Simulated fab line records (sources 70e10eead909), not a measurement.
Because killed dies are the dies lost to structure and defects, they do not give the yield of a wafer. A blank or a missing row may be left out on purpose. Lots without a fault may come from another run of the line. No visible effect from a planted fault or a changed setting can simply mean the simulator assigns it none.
Which tool did it? :: flow nand harc :: 11 lots with 33 wafers sampled at 4 steps, on a route of 1302 steps

## WHAT EACH GAUGE READ, for each wafer
NHARC_P_M2_INSPECT_27.
lot: L537
measured: day 7 14:13
on: defect inspect-01
raw defect count: 290 419 233

lot: L539
measured: day 8 15:22
on: defect inspect-01
raw defect count: 569 428 335

lot: L540
measured: day 9 12:05
on: defect inspect-01
raw defect count: 278 368 414

lot: L542
measured: day 10 01:14
on: defect inspect-02
raw defect count: 191 263 185

lot: L543
measured: day 10 05:07
on: defect inspect-01
raw defect count: 162 153 233

lot: L544
measured: day 10 13:16
on: defect inspect-01
raw defect count: 512 707 579

lot: L545
measured: day 11 00:17
on: defect inspect-01
raw defect count: 422 358 303

lot: L547
measured: day 12 00:41
on: defect inspect-01
raw defect count: 226 205 236

lot: L551
measured: day 13 10:00
on: defect inspect-02
raw defect count: 1480 1395 1414

lot: L552
measured: day 14 01:53
on: defect inspect-02
raw defect count: 1455 1544 1457

lot: L557
measured: day 16 08:23
on: defect inspect-02
raw defect count: 244 397 668

## TOOL THAT RAN EACH LOT (tool first, then ch and the chambers of the sampled wafers, then the start)
lot: L537
NHARC_P_M2_ETCH_28: rie diel-02 ch 0,1, day 7 13:25 or earlier
NHARC_P_M2_ANNEAL_31: rtp anneal-01 ch 0, day 7 13:25
NHARC_P_M2_CMP_23: cmp-02 ch 0,1,3, day 7 13:47

lot: L539
NHARC_P_M2_ETCH_28: rie diel-06 ch 0,2,3, day 8 14:32 or earlier
NHARC_P_M2_ANNEAL_31: rtp anneal-01 ch 0, day 8 14:32
NHARC_P_M2_CMP_23: cmp-03 ch 2,3, day 8 14:54

lot: L540
NHARC_P_M2_ETCH_28: rie diel-06 ch 1,2,3, day 9 09:52 or earlier
NHARC_P_M2_ANNEAL_31: rtp anneal-01 ch 0, day 9 09:52
NHARC_P_M2_CMP_23: cmp-02 ch 0,3, day 9 11:39

lot: L542
NHARC_P_M2_ETCH_28: rie diel-06 ch 0,1, day 10 00:25 or earlier
NHARC_P_M2_ANNEAL_31: rtp anneal-02 ch 0, day 10 00:25
NHARC_P_M2_CMP_23: cmp-01 ch 0,1, day 10 00:46

lot: L543
NHARC_P_M2_ETCH_28: rie diel-06 ch 0,1,2, day 10 04:17 or earlier
NHARC_P_M2_ANNEAL_31: rtp anneal-02 ch 0, day 10 04:17
NHARC_P_M2_CMP_23: cmp-03 ch 0,2,3, day 10 04:41

lot: L544
NHARC_P_M2_ETCH_28: rie diel-06 ch 1,2, day 10 12:33 or earlier
NHARC_P_M2_ANNEAL_31: rtp anneal-01 ch 0, day 10 12:33
NHARC_P_M2_CMP_23: cmp-02 ch 0,1,2, day 10 12:51

lot: L545
NHARC_P_M2_ETCH_28: rie diel-02 ch 1,2,3, day 10 23:28 or earlier
NHARC_P_M2_ANNEAL_31: rtp anneal-01 ch 0, day 10 23:28
NHARC_P_M2_CMP_23: cmp-02 ch 1,2,3, day 10 23:50

lot: L547
NHARC_P_M2_ETCH_28: rie diel-06 ch 1,2,3, day 11 23:57 or earlier
NHARC_P_M2_ANNEAL_31: rtp anneal-02 ch 0, day 11 23:57
NHARC_P_M2_CMP_23: cmp-02 ch 1,2,3, day 12 00:11

lot: L551
NHARC_P_M2_ETCH_28: rie diel-06 ch 0,1,3, day 13 09:14 or earlier
NHARC_P_M2_ANNEAL_31: rtp anneal-02 ch 0, day 13 09:14
NHARC_P_M2_CMP_23: cmp-02 ch 2,3, day 13 09:32

lot: L552
NHARC_P_M2_ETCH_28: rie diel-02 ch 1,3, day 14 01:04 or earlier
NHARC_P_M2_ANNEAL_31: rtp anneal-01 ch 0, day 14 01:04
NHARC_P_M2_CMP_23: cmp-02 ch 0,3, day 14 01:26

lot: L557
NHARC_P_M2_ETCH_28: rie diel-02 ch 0,2,3, day 16 07:34 or earlier
NHARC_P_M2_ANNEAL_31: rtp anneal-01 ch 0, day 16 07:34
NHARC_P_M2_CMP_23: cmp-03 ch 0,1,3, day 16 07:56
- NHARC_P_M2_ETCH_28: etches the open film in CF4/N2, target depth 30 nm, time 72.99 s.
- NHARC_P_M2_ANNEAL_31: time 90 s.
- NHARC_P_M2_CMP_23: polishes, t overpolish 20 s, target thk 144.3 nm.

## THE ANSWER, worked out from the rows above alone
Rule: the usual values come from the lots themselves. Put in order of their means at a reading, lots are off if they are a third of the lots or fewer, leave a main group of 4 or more, and stand apart from it by a gap of 3 or more times the standard deviation of the main group's means; of several such gaps the widest counts. A main group whose means are all the same, to the digits that the tables above print for the reading, isn't used. A lot without any number at a reading at which 4 lots or more have one is off too. Where the step has rows for the other lots, those lots are counted as sound.
Off, at NHARC_P_M2_INSPECT_27 on raw defect count: L551, L552. Main group: mean 347, sd 1.3e+02.
A tool fits if, at a process step before that reading, it ran every lot that is off, and no sound lot after the first of them. Those tools and the gauges at NHARC_P_M2_INSPECT_27 are tried in the same way. Because NHARC_P_M2_ETCH_28 lacks a start for some lots, the hours and order of its lots are taken from NHARC_P_M2_ANNEAL_31. One fits: NHARC_P_M2_CMP_23 on cmp-02. A fault onset in the window from L547 (day 12 00:11, its last sound lot) to L551 (day 13 09:32, its first lot off) fits.

## WHAT HAD BEEN PUT IN BY THE SIMULATOR
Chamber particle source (cmp-02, NHARC_P_M2_CMP_23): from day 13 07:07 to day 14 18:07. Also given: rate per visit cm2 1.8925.
Shown lots that were struck: L551, L552. The rule above found the same.
